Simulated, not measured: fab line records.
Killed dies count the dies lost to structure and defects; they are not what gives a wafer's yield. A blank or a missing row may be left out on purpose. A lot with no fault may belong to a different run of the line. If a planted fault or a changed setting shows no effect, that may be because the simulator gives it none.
Which tool is to blame? ; flow n5Finfet ; 24 lots with 72 wafers sampled at 2 steps, on a route of 1938 steps

== WHAT THE GAUGES READ, wafer by wafer ==
N5_BEOL_M10_CD_MEAS_18: pitch 140 nm, target cd 70 nm. Usual: cdNm reads 70.0 nm (standard deviation 0.92).
lot;measured;on;cdNm (nm);flag
L074;day 10 18:34;cdSem-01;70.9 70.6 69.3;
L075;day 11 06:50;cdSem-02;70.3 70.4 69.0;
L076;day 11 09:07;cdSem-01;69.5 70.3 68.3;
L077;day 11 19:52;cdSem-02;71.8 72.4 71.2;
L079;day 11 20:20;cdSem-01;70.9 70.4 71.3;
L078;day 11 21:48;cdSem-02;69.8 68.3 69.7;
L080;day 12 01:32;cdSem-02;69.6 70.0 70.8;
L081;day 12 06:40;cdSem-02;72.0 69.6 70.1;
L083;day 13 00:16;cdSem-01;69.8 69.3 69.5;
L082;day 13 03:13;cdSem-02;69.0 68.7 68.8;
L084;day 13 09:41;cdSem-02;70.2 69.9 71.3;
L086;day 13 18:43;cdSem-01;70.2 70.8 72.1;
L087;day 14 03:35;cdSem-01;69.6 71.0 70.5;
L085;day 14 07:16;cdSem-02;69.3 68.6 69.0;
L088;day 14 07:20;cdSem-02;69.1 69.9 70.0;
L090;day 15 02:30;cdSem-02;69.1 70.5 69.6;
L091;day 15 10:35;cdSem-02;69.2 69.5 69.8;
L089;day 15 11:12;cdSem-01;70.1 70.6 70.4;
L093;day 15 17:30;cdSem-03;70.4 69.6 70.5;
L092;day 16 04:12;cdSem-01;70.9 70.6 70.1;
L096;day 16 04:22;cdSem-01;69.0 68.0 68.2;
L094;day 16 07:37;cdSem-03;70.7 69.9 69.9;
L095;day 16 08:14;cdSem-01;71.0 69.2 70.5;
L097;day 17 11:49;cdSem-01;70.1 70.0 69.2;

== TOOL THAT RAN EACH LOT (tool first, then ch and the chambers of the sampled wafers, then the start) ==
lot;N5_BEOL_M10_PECVD_70
L074;pecvd-03 ch 0,1, day 10 15:47
L075;pecvd-01 ch 0,2, day 11 05:04
L076;pecvd-04 ch 0,1,2, day 11 07:25
L077;pecvd-01 ch 0,1,2, day 11 16:44
L079;pecvd-03 ch 1,2, day 11 17:33
L078;pecvd-03 ch 0,1,2, day 11 20:31
L080;pecvd-04 ch 0,1,2, day 11 22:37
L081;pecvd-03 ch 0,2, day 12 03:43
L083;pecvd-01 ch 0,1, day 12 23:01
L082;pecvd-03 ch 0,1,2, day 13 01:26
L084;pecvd-03 ch 0,2, day 13 07:37
L086;pecvd-04 ch 0,1,2, day 13 16:57
L087;pecvd-01 ch 0,2, day 14 02:03
L085;pecvd-04 ch 0,2, day 14 03:35
L088;pecvd-03 ch 0,2, day 14 04:22
L090;pecvd-01 ch 1,2, day 15 00:08
L091;pecvd-01 ch 1,2, day 15 08:37
L089;pecvd-03 ch 0,1, day 15 09:05
L093;pecvd-01 ch 0,2, day 15 15:45
L092;pecvd-01 ch 1,2, day 16 02:41
L096;pecvd-04 ch 0,1, day 16 02:58
L094;pecvd-01 ch 0,1, day 16 05:08
L095;pecvd-01 ch 0,2, day 16 06:17
L097;pecvd-03 ch 0,1,2, day 17 08:19
- N5_BEOL_M10_PECVD_70: deposits SiO2 from TEOS/O2, target thk 20 nm, time 22.7 s.

== AS READ BY THE TOOLS THEMSELVES (means over the sampled wafers that have a number; for cases with no such wafer, the mark the record gives instead) ==
N5_BEOL_M10_PECVD_70. Usual: heaterPowerW 729 W, standard deviation 120; showerheadPlenumPTorr 8.76 Torr, standard deviation 0.065; throttleValvePct 22.5 %, standard deviation 1.3.
lot;tool;heaterPowerW (W);showerheadPlenumPTorr (Torr);throttleValvePct (%);flag
L074;pecvd-03;727;8.74;21.4;
L075;pecvd-01;737;8.70;22.5;
L076;pecvd-04;671;8.81;23.3;
L077;pecvd-01;688;8.71;22.9;
L079;pecvd-03;922;8.83;21.4;
L078;pecvd-03;872;8.77;21.6;
L080;pecvd-04;646;8.80;23.2;
L081;pecvd-03;778;8.82;21.3;
L083;pecvd-01;680;8.77;23.3;
L082;pecvd-03;790;8.79;21.5;
L084;pecvd-03;876;8.82;21.4;
L086;pecvd-04;685;8.79;23.2;
L087;pecvd-01;731;8.70;22.3;
L085;pecvd-04;683;8.80;23.3;
L088;pecvd-03;758;8.80;21.4;
L090;pecvd-01;660;8.75;23.6;
L091;pecvd-01;750;8.70;22.8;
L089;pecvd-03;706;8.75;21.5;
L093;pecvd-01;766;8.68;22.2;
L092;pecvd-01;614;8.73;23.6;
L096;pecvd-04;728;8.79;24.3;
L094;pecvd-01;640;8.76;23.4;
L095;pecvd-01;806;8.67;22.3;
L097;pecvd-03;815;8.79;21.5;

== THE ANSWER, worked out from the rows above alone ==
Rule: a lot counts as off when the mean over its wafers that have a number is more than 3 standard deviations away from the usual mean. A lot without any number at a reading at which 4 lots or more have one is off too. Any other lot the step has rows for is counted as sound. Order of review: gauges by route order, followed by the tools' own readings, for which a lot's mean as printed above is used. At the first step where some lot is off, the reading lying furthest off is the one used; lots without a number count as furthest.
None of the lots is off at any reading shown; this tells nothing.

== WHAT THE SIMULATOR HAD PUT IN ==
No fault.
